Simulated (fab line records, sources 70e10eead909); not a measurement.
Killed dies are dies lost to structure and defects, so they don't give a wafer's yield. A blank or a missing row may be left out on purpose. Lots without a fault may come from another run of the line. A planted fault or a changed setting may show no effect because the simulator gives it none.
fab line records | flow nand_harc
record lots=6 wafers=18 last_day=34
route steps=1302 shown A_SGD_CUT@896 END@1302
lots that met no fault: from a run of the same line without faults
start_h: hours from the record's first day to the start of the lot's first wafer shown | wait_h: hours since the lot's step before | " the same as in the row above | L1.1+2: a row that stands for several wafers | - no value, or no start given | * or withheld: withheld | < > ~ a bound
route shown NAME@n: a module of which the file shows steps, and the number in the route of the first | usual: mean/standard deviation of fault-free wafers | same: alike in all rows | chamber/n: place in a boat | sites: the reading at each site | _std_site: their standard deviation | _edge_site: outer sites' mean less inner sites' | radius_mm: how far each site lies from the wafer's centre | mask NAME#n: copy n | behind: the tool/chamber that last shaped the wafer | hold: why the lot was held/for how many hours/how that ended | device: the transistor (n, p or np) that didn't switch | end of line: the same wafers' tests at the end of the route | a step without rows: its recipe alone | killed: dies lost to structure and defects at the first sort, not the wafer's yield | map: a wafer's dies, x killed, . not, _ none there
set.NAME: the setting as run; set.NAME@STEP: as run at that earlier step | model.NAME: the simulator's own value behind a step, which no gauge read
lots at some steps of the route; a table a step, a row a wafer
services: from which hour (start_h, from the record's first day; less than 0 if before it) a tool's chamber was out of use, for how many hours, and why
## steps
# step NHARC_A_SGD_CUT_SOFTBAKE_04
# recipe temp_c=105 time_s=55
# step NHARC_A_SGD_CUT_EBR_05
# step NHARC_A_SGD_CUT_EXPOSE_06
# recipe na=1.35 dose_mj=85.59 mask_id=SGD
# step NHARC_A_SGD_CUT_PEB_07
# recipe peb_temp_c=100 peb_time_s=65
# step NHARC_A_SGD_CUT_DEVELOP_08
# recipe develop_time_s=35 dev_temp_c=23
# step NHARC_A_SGD_CUT_CD_MEAS_09
# recipe target_cd_nm=100 landing_energy_ev=500
# usual cd_nm=100.0/0.58
# columns lot.wafer tool chamber start_h wait_h cd_nm
L766.1 cd_sem-03 0 486.70 - 100.4
L766.2 " 0 " " 100.5
L766.4 " 0 " " 100.9
L771.4 cd_sem-02 0 542.07 - 100.2
L771.5 " 0 " " 100.5
L771.6 " 0 " " 100.5
L774.3 cd_sem-02 0 556.09 - 99.4
L774.4 " 0 " " 99.9
L774.6 " 0 " " 100.1
L783.1 cd_sem-03 0 659.24 - 99.2
L783.2 " 0 " " 98.8
L783.5 " 0 " " 99.5
L785.1 cd_sem-03 0 665.64 - 99.7
L785.3 " 0 " " 100.2
L785.4 " 0 " " 99.5
L784.3 cd_sem-01 0 672.02 - 99.9
L784.4 " 0 " " 99.8
L784.5 " 0 " " 99.0
# step NHARC_A_SGD_CUT_OVL_MEAS_10
# usual overlay_x_nm=-0.2/0.69 overlay_y_nm=0.1/0.78
# columns lot.wafer tool chamber start_h wait_h overlay_x_nm overlay_y_nm
L766.1 overlay-01 - 486.80 - -0.5 0.1
L766.2 " - " " -0.7 0.2
L766.4 " - " " 0.1 0.3
L771.4 overlay-01 - 542.15 - -0.3 1.2
L771.5 " - " " -0.4 1.3
L771.6 " - " " -0.4 1.5
L774.3 overlay-02 - 556.18 - -1.2 0.1
L774.4 " - " " -0.6 -0.3
L774.6 " - " " -1.3 -0.4
L783.1 overlay-01 - 659.34 - 0.2 0.5
L783.2 " - " " -0.4 0.7
L783.5 " - " " -0.2 0.5
L785.1 overlay-02 - 665.73 - 0.2 -0.8
L785.3 " - " " 0.0 -1.2
L785.4 " - " " -0.8 -1.4
L784.3 overlay-02 - 672.10 - -0.6 1.3
L784.4 " - " " -0.2 0.9
L784.5 " - " " 0.0 0.9
# step NHARC_A_SGD_CUT_INSPECT_11
# usual raw_defect_count=56/28
# columns lot.wafer tool chamber start_h wait_h raw_defect_count
L766.1 defect_inspect-01 - 486.84 0.0 79
L766.2 " - " " 66
L766.4 " - " " 56
L771.4 defect_inspect-02 - 542.19 0.0 12
L771.5 " - " " 10
L771.6 " - " " 15
L774.3 defect_inspect-02 - 556.21 0.0 59
L774.4 " - " " 53
L774.6 " - " " 52
L783.1 defect_inspect-02 - 659.39 0.1 18
L783.2 " - " " 21
L783.5 " - " " 26
L785.1 defect_inspect-01 - 665.77 0.0 85
L785.3 " - " " 82
L785.4 " - " " 92
L784.3 defect_inspect-01 - 672.14 0.0 71
L784.4 " - " " 72
L784.5 " - " " 73
# step NHARC_A_SGD_CUT_DESCUM_14
# recipe time_s=3 o2_flow_sccm=200 ar_flow_sccm=0 bias_power_w=0 chemistry=O2
# usual drypump_motor_current_A=5.6/0.55 oes_product_au=1.001/0.0099 rf_vpp_V=57.7/0.89 showerhead_plenum_p_Torr=1.89/0.09 throttle_valve_pct=11.311/0.0076
# same time_s=3
# columns lot.wafer tool chamber start_h wait_h drypump_motor_current_A oes_product_au rf_hours_counter_h rf_vpp_V showerhead_plenum_p_Torr throttle_valve_pct
L766.4 rie_diel-09 1 486.90 0.1 6.1 1.003 15 58.1 1.93 11.317
L766.2 " 2 " " 6.1 0.992 13 57.7 1.87 11.316
L766.1 " 0 " " 6.4 1.003 14 57.6 1.84 11.304
L771.4 rie_diel-11 0 542.27 0.1 4.8 0.987 5 57.7 1.95 11.306
L771.6 " 1 " " 5.2 1.007 - 59.2 2.05 11.309
L771.5 " 2 " " 5.4 0.999 - 56.8 1.89 11.298
L774.4 rie_diel-11 0 556.28 0.1 4.7 0.991 6 56.8 1.95 11.312
L774.3 " 1 " " 5.2 1.006 7 58.4 2.05 11.315
L774.6 " 3 " " 6.2 1.011 - 57.1 1.79 11.326
L783.2 rie_diel-11 1 659.45 0.1 5.2 1.019 2 58.5 2.04 11.297
L783.1 " 2 " " 5.5 0.986 2 58.3 1.89 11.305
L783.5 " 2 " " 5.4 0.994 - 56.8 1.89 11.304
L785.3 rie_diel-11 3 665.83 0.1 6.2 1.005 3 57.4 1.79 11.308
L785.1 " 1 " " 5.2 1.029 4 58.5 2.04 11.322
L785.4 " 2 " " 5.4 1.001 3 57.6 1.89 11.308
L784.4 rie_diel-01 3 672.20 0.1 6.1 0.997 6 56.2 1.85 11.317
L784.3 " 2 " " 4.8 1.002 6 58.8 2.06 11.311
L784.5 " 3 " " 6.1 0.998 - 58.2 1.84 11.315
# step NHARC_A_SGD_CUT_ETCH_58
# recipe target_depth_a=390 over_etch_frac=0.3 time_s=65 ion_energy_ev=80 cf4_flow_sccm=150 ar_flow_sccm=0 rf_w=300 bias_w=100 chemistry=CF4
# usual drypump_motor_current_A=5.6/0.57 oes_product_au=1.002/0.01 rf_fwd_power_W=297.3/1.3 rf_vpp_V=151.2/1.3 showerhead_plenum_p_Torr=1.76/0.079 throttle_valve_pct=13.283/0.01
# same time_s=65
# columns lot.wafer tool chamber start_h wait_h drypump_motor_current_A oes_product_au rf_fwd_power_W rf_hours_counter_h rf_vpp_V showerhead_plenum_p_Torr throttle_valve_pct
L766.1 rie_diel-09 0 486.99 0.1 6.4 1.017 297.3 14 150.0 1.71 13.288
L766.4 " 1 " " 6.1 0.997 294.7 15 152.1 1.79 13.281
L766.2 " 2 " " 6.0 1.002 295.6 13 150.1 1.73 13.282
L771.4 rie_diel-11 3 542.34 0.1 6.2 1.016 294.8 5 151.2 1.66 13.273
L771.5 " 2 " " 5.4 0.994 297.4 - 150.6 1.75 13.303
L771.6 " 3 " " 6.1 1.004 295.7 - 150.4 1.66 13.282
L774.3 rie_diel-11 3 556.36 0.1 6.1 1.002 296.7 6 149.6 1.66 13.291
L774.4 " 1 " " 5.2 0.999 298.3 7 152.7 1.88 13.281
L774.6 " 3 " " 6.1 1.003 295.8 - 150.9 1.66 13.284
L783.2 rie_diel-11 1 659.53 0.1 5.2 1.021 297.9 2 153.9 1.88 13.267
L783.1 " 2 " " 5.4 0.997 295.7 2 150.3 1.74 13.274
L783.5 " 2 " " 5.4 0.995 295.7 - 150.7 1.75 13.275
L785.3 rie_diel-11 0 665.92 0.1 4.8 1.008 297.7 4 150.5 1.80 13.293
L785.4 " 1 " " 5.2 1.026 296.7 4 153.4 1.88 13.298
L785.1 " 2 " " 5.4 0.987 297.6 3 150.6 1.74 13.282
L784.4 rie_diel-01 0 672.28 0.1 5.1 1.003 296.1 5 149.5 1.66 13.300
L784.3 " 2 " " 4.8 1.010 296.5 6 152.2 1.89 13.282
L784.5 " 0 " " 5.1 1.009 297.3 - 149.8 1.66 13.284
# step NHARC_A_SGD_CUT_ETCH_59
# recipe target_depth_a=2600 over_etch_frac=0.25 time_s=406.25 ion_energy_ev=200 n2_flow_sccm=150 h2_flow_sccm=150 ar_flow_sccm=0 rf_w=400 bias_w=150 chemistry=N2/H2
# usual drypump_motor_current_A=5.6/0.55 oes_product_au=1.001/0.01 rf_fwd_power_W=399.4/1.1 rf_vpp_V=429.6/2.8 showerhead_plenum_p_Torr=2.01/0.097 throttle_valve_pct=14.172/0.0084
# same time_s=406.25
# columns lot.wafer tool chamber start_h wait_h drypump_motor_current_A oes_product_au rf_fwd_power_W rf_hours_counter_h rf_vpp_V showerhead_plenum_p_Torr throttle_valve_pct
L766.2 rie_diel-09 2 - - 6.1 0.998 397.6 13 429.3 2.00 14.151
L766.1 " 3 " " 5.5 0.985 400.3 14 427.5 1.91 14.176
L766.4 " 0 " " 6.4 1.015 400.7 14 428.5 1.96 14.167
L771.4 rie_diel-11 2 - - 5.4 1.002 400.0 7 429.6 2.01 14.166
L771.5 " 1 " " 5.1 1.015 399.7 - 434.5 2.19 14.170
L771.6 " 2 " " 5.5 1.004 400.9 - 428.3 2.01 14.170
L774.4 rie_diel-11 2 - - 5.4 1.002 398.7 8 430.1 2.01 14.172
L774.3 " 0 " " 4.7 0.998 401.7 6 431.4 2.08 14.166
L774.6 " 2 " " 5.4 1.000 401.0 - 429.2 2.01 14.180
L783.2 rie_diel-11 1 - - 5.2 1.014 400.1 3 434.4 2.18 14.167
L783.1 " 0 " " 4.8 1.007 397.6 3 431.0 2.08 14.173
L783.5 " 1 " " 5.2 1.023 399.2 - 432.5 2.18 14.168
L785.1 rie_diel-11 2 - - 5.4 0.991 400.0 3 429.2 2.01 14.170
L785.4 " 3 " " 6.2 1.000 397.3 3 425.6 1.90 14.180
L785.3 " 0 " " 4.8 1.003 399.8 4 433.0 2.08 14.175
L784.3 rie_diel-01 2 - - 4.8 1.004 399.6 6 433.5 2.20 14.171
L784.4 " 1 " " 6.2 1.012 400.0 6 428.8 1.99 14.167
L784.5 " 2 " " 4.8 1.008 399.3 - 434.0 2.19 14.171
# step NHARC_A_SGD_CUT_ETCH_15
# recipe target_depth_a=750 time_s=64.3 ch3f_flow_sccm=50 o2_flow_sccm=30 ar_flow_sccm=200 rf_w=500 bias_w=100 chemistry=CH3F/O2
# usual drypump_motor_current_A=5.6/0.57 oes_product_au=0.968/0.014 rf_fwd_power_W=495.2/2.3 rf_vpp_V=263.4/1.9 showerhead_plenum_p_Torr=2.43/0.11 throttle_valve_pct=20.662/0.0089
# same time_s=64.3
# columns lot.wafer tool chamber start_h wait_h drypump_motor_current_A oes_product_au rf_fwd_power_W rf_hours_counter_h rf_vpp_V showerhead_plenum_p_Torr throttle_valve_pct
L766.1 rie_diel-09 3 - - 5.6 0.970 494.4 14 261.7 2.31 20.679
L766.4 " 0 " " 6.4 0.988 497.1 15 264.1 2.37 20.665
L766.2 " 2 " " 6.1 0.960 495.3 13 263.1 2.41 20.662
L771.4 rie_diel-11 3 - - 6.2 0.968 493.5 6 262.3 2.30 20.660
L771.6 " 2 " " 5.5 0.949 495.4 - 263.7 2.43 20.657
L771.5 " 3 " " 6.2 0.963 494.6 - 261.9 2.30 20.659
L774.4 rie_diel-11 3 - - 6.2 0.968 493.8 6 260.5 2.30 20.654
L774.3 " 2 " " 5.4 0.971 493.9 8 264.2 2.43 20.665
L774.6 " 3 " " 6.2 0.948 491.7 - 261.1 2.30 20.660
L783.1 rie_diel-11 3 - - 6.2 0.977 493.0 2 261.0 2.30 20.664
L783.2 " 1 " " 5.2 0.982 498.2 3 264.9 2.62 20.675
L783.5 " 0 " " 4.8 0.979 499.6 - 265.7 2.50 20.667
L785.4 rie_diel-11 3 - - 6.2 0.972 492.2 3 261.6 2.30 20.660
L785.1 " 0 " " 4.8 0.965 497.3 4 264.4 2.50 20.673
L785.3 " 1 " " 5.2 1.009 497.5 4 266.4 2.62 20.665
L784.4 rie_diel-01 0 - - 5.0 0.976 492.8 6 262.9 2.31 20.666
L784.3 " 2 " " 4.8 0.983 494.9 6 265.4 2.63 20.658
L784.5 " 1 " " 6.2 0.987 497.3 - 263.4 2.40 20.667
# step NHARC_A_SGD_CUT_ETCH_16
# recipe target_depth_a=3105 time_s=155.2 c4f8_flow_sccm=withheld o2_flow_sccm=8 ar_flow_sccm=withheld rf_w=600 bias_w=800 chemistry=C4F8/O2/Ar
# usual oes_product_au=0.975/0.014 rf_fwd_power_W=597.3/2.3 rf_vpp_V=722/4.6
# same time_s=155.2
# columns lot.wafer tool chamber start_h wait_h oes_product_au rf_fwd_power_W rf_hours_counter_h rf_vpp_V
L766.4 rie_diel-09 2 487.47 - 0.961 599.2 13 720
L766.1 " 3 " " 0.982 596.3 14 716
L766.2 " 0 " " 0.998 599.5 15 718
L771.4 rie_diel-11 1 542.86 - 0.961 594.8 6 731
L771.6 " 2 " " 0.967 593.1 - 723
L771.5 " 3 " " 0.973 596.5 - 716
L774.3 rie_diel-11 1 556.84 - 0.984 599.4 7 728
L774.4 " 0 " " 0.975 596.3 6 725
L774.6 " 1 " " 0.989 597.9 - 729
L783.1 rie_diel-11 2 660.02 - 1.198 837.9 2 723
L783.2 " 0 " " 1.248 837.7 3 724
L783.5 " 3 " " 1.241 835.3 - 716
L785.1 rie_diel-11 0 666.40 - 1.220 839.5 4 725
L785.3 " 1 " " 1.269 841.1 4 728
L785.4 " 2 " " 1.224 837.1 3 722
L784.4 rie_diel-01 0 672.77 - 0.969 595.3 6 717
L784.3 " 1 " " 0.983 603.4 6 721
L784.5 " 0 " " 0.985 596.7 - 718
# step NHARC_A_SGD_CUT_STRIP_60
# recipe c4f8_flow_sccm=withheld o2_flow_sccm=8 ar_flow_sccm=withheld bias_w=0 chemistry=C4F8/O2/Ar
# step NHARC_END_SORT_01
# recipe temp_c=25
# usual killed_at_array=57/18 killed_at_other=0.8/1 killed_at_periphery=3.9/2.8 killed_dies=62/18 killed_open=3.4/1.8 killed_short=2.2/1.6
# same gross_dies=677
# columns lot.wafer tool chamber start_h wait_h killed_at_array killed_at_other killed_at_periphery killed_dies killed_open killed_short
L766.1 prober-02 0 612.92 2.5 55 0 6 61 4 0
L766.2 prober-02 0 613.73 2.8 52 0 6 58 2 1
L766.4 prober-02 0 615.34 3.4 52 0 8 60 3 1
L783.1 prober-01 0 782.21 2.5 673 1 3 677 4 2
L783.2 prober-01 0 782.99 2.8 664 0 13 677 6 5
L783.5 prober-01 0 785.34 3.6 668 1 8 677 1 3
L785.1 prober-02 0 794.12 2.5 670 4 3 677 5 2
L785.3 prober-02 0 795.70 3.1 672 1 4 677 3 2
L785.4 prober-02 0 796.49 3.4 673 1 3 677 2 1
# killed by level:class
L766.1 A_CHANNEL_HOLE_D2:chamber_film_flake=34 P_GATE:chamber_film_flake=4 A_CHANNEL_HOLE_D1:chamber_film_flake=4 A_STAIRCASE:chamber_film_flake=4 A_CONTACT:chamber_film_flake=4 A_CHANNEL_FILL_D1:chamber_film_flake=3 P_GATE:geometric_particle:open=1 A_ONON_D2:geometric_particle:open=1
L766.2 A_CHANNEL_HOLE_D2:chamber_film_flake=40 P_GATE:chamber_film_flake=3 A_CHANNEL_FILL_D1:chamber_film_flake=2 A_CONTACT:chamber_film_flake=2 A_M0:chamber_film_flake=2 P_CONTACT:geometric_particle:open=1 P_M0:geometric_particle:short=1 A_CHANNEL_FILL_D2:geometric_particle:open=1
L766.4 A_CHANNEL_HOLE_D2:chamber_film_flake=35 P_GATE:chamber_film_flake=5 A_CHANNEL_HOLE_D1:chamber_film_flake=4 A_STAIRCASE:chamber_film_flake=3 P_BONDPAD:chamber_film_flake=2 A_M0:chamber_film_flake=2 P_CONTACT:geometric_particle:open=1 A_CHANNEL_HOLE_D2:geometric_particle:open=1
L783.1 A_SGD_CUT:area_etch=637 A_CHANNEL_HOLE_D1:chamber_film_flake=13 A_CONTACT:chamber_film_flake=11 A_SLIT:chamber_film_flake=4 A_ONON_D1:geometric_particle:open=1 A_ONON_D1:geometric_particle:short=1 A_CHANNEL_FILL_D1:geometric_particle:open=1 A_ONON_D2:geometric_particle:short=1
L783.2 A_SGD_CUT:area_etch=624 A_CHANNEL_HOLE_D1:chamber_film_flake=15 A_SLIT:chamber_film_flake=13 P_M1:chamber_film_flake=3 A_CONTACT:chamber_film_flake=3 P_CONTACT:geometric_particle:open=2 A_CHANNEL_FILL_D2:geometric_particle:short=2 A_BLC:geometric_particle:open=2
L783.5 A_SGD_CUT:area_etch=631 A_CHANNEL_HOLE_D1:chamber_film_flake=17 A_SLIT:chamber_film_flake=8 A_CONTACT:chamber_film_flake=5 P_M1:chamber_film_flake=4 A_STAIRCASE:chamber_film_flake=3 P_GATE:chamber_film_flake=2 A_DECK1_JOINT:chamber_film_flake=2
L785.1 A_SGD_CUT:area_etch=593 A_SLIT:chamber_film_flake=24 A_CHANNEL_HOLE_D2:chamber_film_flake=19 A_CHANNEL_HOLE_D1:chamber_film_flake=9 A_CONTACT:chamber_film_flake=7 A_CHANNEL_FILL_D2:chamber_film_flake=4 THIN_TSV:chamber_film_flake=4 A_CHANNEL_FILL_D1:chamber_film_flake=3
L785.3 A_SGD_CUT:area_etch=593 A_CHANNEL_HOLE_D2:chamber_film_flake=32 A_SLIT:chamber_film_flake=17 A_CHANNEL_HOLE_D1:chamber_film_flake=12 A_CONTACT:chamber_film_flake=7 A_STAIRCASE:chamber_film_flake=3 P_ZERO_WELL:chamber_film_flake=2 P_CONTACT:geometric_particle:open=1
L785.4 A_SGD_CUT:area_etch=584 A_SLIT:chamber_film_flake=36 A_CHANNEL_HOLE_D2:chamber_film_flake=23 A_CHANNEL_HOLE_D1:chamber_film_flake=9 A_CONTACT:chamber_film_flake=5 A_CHANNEL_FILL_D2:chamber_film_flake=4 A_CHANNEL_FILL_D1:chamber_film_flake=3 A_STAIRCASE:chamber_film_flake=3
# map L783.1 (x killed, . not)
____________x____________
_________xxxxxxx_________
_______xxxxxxxxxxx_______
______xxxxxxxxxxxxx______
_____xxxxxxxxxxxxxxx_____
____xxxxxxxxxxxxxxxxx____
____xxxxxxxxxxxxxxxxx____
___xxxxxxxxxxxxxxxxxxx___
___xxxxxxxxxxxxxxxxxxx___
__xxxxxxxxxxxxxxxxxxxxx__
__xxxxxxxxxxxxxxxxxxxxx__
_xxxxxxxxxxxxxxxxxxxxxxx_
_xxxxxxxxxxxxxxxxxxxxxxx_
_xxxxxxxxxxxxxxxxxxxxxxx_
_xxxxxxxxxxxxxxxxxxxxxxx_
_xxxxxxxxxxxxxxxxxxxxxxx_
xxxxxxxxxxxxxxxxxxxxxxxxx
xxxxxxxxxxxxxxxxxxxxxxxxx
xxxxxxxxxxxxxxxxxxxxxxxxx
xxxxxxxxxxxxxxxxxxxxxxxxx
xxxxxxxxxxxxxxxxxxxxxxxxx
_xxxxxxxxxxxxxxxxxxxxxxx_
_xxxxxxxxxxxxxxxxxxxxxxx_
_xxxxxxxxxxxxxxxxxxxxxxx_
_xxxxxxxxxxxxxxxxxxxxxxx_
_xxxxxxxxxxxxxxxxxxxxxxx_
__xxxxxxxxxxxxxxxxxxxxx__
__xxxxxxxxxxxxxxxxxxxxx__
___xxxxxxxxxxxxxxxxxxx___
___xxxxxxxxxxxxxxxxxxx___
____xxxxxxxxxxxxxxxxx____
____xxxxxxxxxxxxxxxxx____
_____xxxxxxxxxxxxxxx_____
______xxxxxxxxxxxxx______
_______xxxxxxxxxxx_______
_________xxxxxxx_________
____________x____________
# map L785.1 (x killed, . not)
____________x____________
_________xxxxxxx_________
_______xxxxxxxxxxx_______
______xxxxxxxxxxxxx______
_____xxxxxxxxxxxxxxx_____
____xxxxxxxxxxxxxxxxx____
____xxxxxxxxxxxxxxxxx____
___xxxxxxxxxxxxxxxxxxx___
___xxxxxxxxxxxxxxxxxxx___
__xxxxxxxxxxxxxxxxxxxxx__
__xxxxxxxxxxxxxxxxxxxxx__
_xxxxxxxxxxxxxxxxxxxxxxx_
_xxxxxxxxxxxxxxxxxxxxxxx_
_xxxxxxxxxxxxxxxxxxxxxxx_
_xxxxxxxxxxxxxxxxxxxxxxx_
_xxxxxxxxxxxxxxxxxxxxxxx_
xxxxxxxxxxxxxxxxxxxxxxxxx
xxxxxxxxxxxxxxxxxxxxxxxxx
xxxxxxxxxxxxxxxxxxxxxxxxx
xxxxxxxxxxxxxxxxxxxxxxxxx
xxxxxxxxxxxxxxxxxxxxxxxxx
_xxxxxxxxxxxxxxxxxxxxxxx_
_xxxxxxxxxxxxxxxxxxxxxxx_
_xxxxxxxxxxxxxxxxxxxxxxx_
_xxxxxxxxxxxxxxxxxxxxxxx_
_xxxxxxxxxxxxxxxxxxxxxxx_
__xxxxxxxxxxxxxxxxxxxxx__
__xxxxxxxxxxxxxxxxxxxxx__
___xxxxxxxxxxxxxxxxxxx___
___xxxxxxxxxxxxxxxxxxx___
____xxxxxxxxxxxxxxxxx____
____xxxxxxxxxxxxxxxxx____
_____xxxxxxxxxxxxxxx_____
______xxxxxxxxxxxxx______
_______xxxxxxxxxxx_______
_________xxxxxxx_________
____________x____________
## services
# columns tool chamber start_h hours kind
rie_diel-11 0 466.01 - clean
rie_diel-11 1 466.01 - clean
rie_diel-11 2 466.01 - clean
rie_diel-11 3 466.01 - clean
rie_diel-11 0 490.51 - clean
rie_diel-11 1 490.51 - clean
rie_diel-11 2 490.51 - clean
rie_diel-11 3 490.51 - clean
rie_diel-09 - 497.10 9.0 pm
rie_diel-11 - 511.24 0.2 repair
rie_diel-11 0 515.03 - clean
rie_diel-11 1 515.03 - clean
rie_diel-11 2 515.03 - clean
rie_diel-11 3 515.03 - clean
rie_diel-11 0 539.53 - clean
rie_diel-11 1 539.53 - clean
rie_diel-01 - 557.85 9.0 pm
rie_diel-11 0 577.44 3.4 repair
rie_diel-11 1 584.82 2.9 repair
rie_diel-09 2 586.90 9.3 repair
rie_diel-11 - 609.50 9.0 pm
rie_diel-11 - 619.78 2.1 repair
rie_diel-11 - 651.67 0.1 repair
rie_diel-01 - 660.51 0.9 repair
## key
first_sign step=NHARC_A_SGD_CUT_ETCH_16 reading=rf_fwd_power_W direction=up sigmas=99+ usual=* struck=*
effect step=NHARC_A_SGD_CUT_ETCH_16 reading=oes_product_au direction=up sigmas=18 usual=0.975 struck=1.233
effect step=NHARC_END_SORT_01 reading=killed_dies direction=up sigmas=34 usual=62 struck=677
more_kills_born_at NHARC_A_SGD_CUT_ETCH_16@rie_diel-11=3662
met_at NHARC_A_SGD_CUT_ETCH_16
struck_wafers L783.1,L783.2,L783.5,L785.1,L785.3,L785.4
later_rows_left_out L783.1,L783.2,L783.5,L785.1,L785.3,L785.4
tester_left_out L783,L785
onset_between 556.84 660.02
fault kind=process_parameter_drift tool=rie_diel-11 chamber=- onset_h=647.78 steps=NHARC_A_SGD_CUT_ETCH_16 channel=rf_w offset=* shape=step end_h=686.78 acts_in=* stated=*
# tester_left_out: of these lots the tester's yield and bins aren't shown, on N5 and GAA mostly nor the transistor test; their killed dies are dies lost to structure and defects alone, not to doping, threshold or leakage, so they don't give the yield
# later_rows_left_out: the simulator's readings of these wafers behind a module that went badly wrong aren't trusted and aren't shown, but for the sort
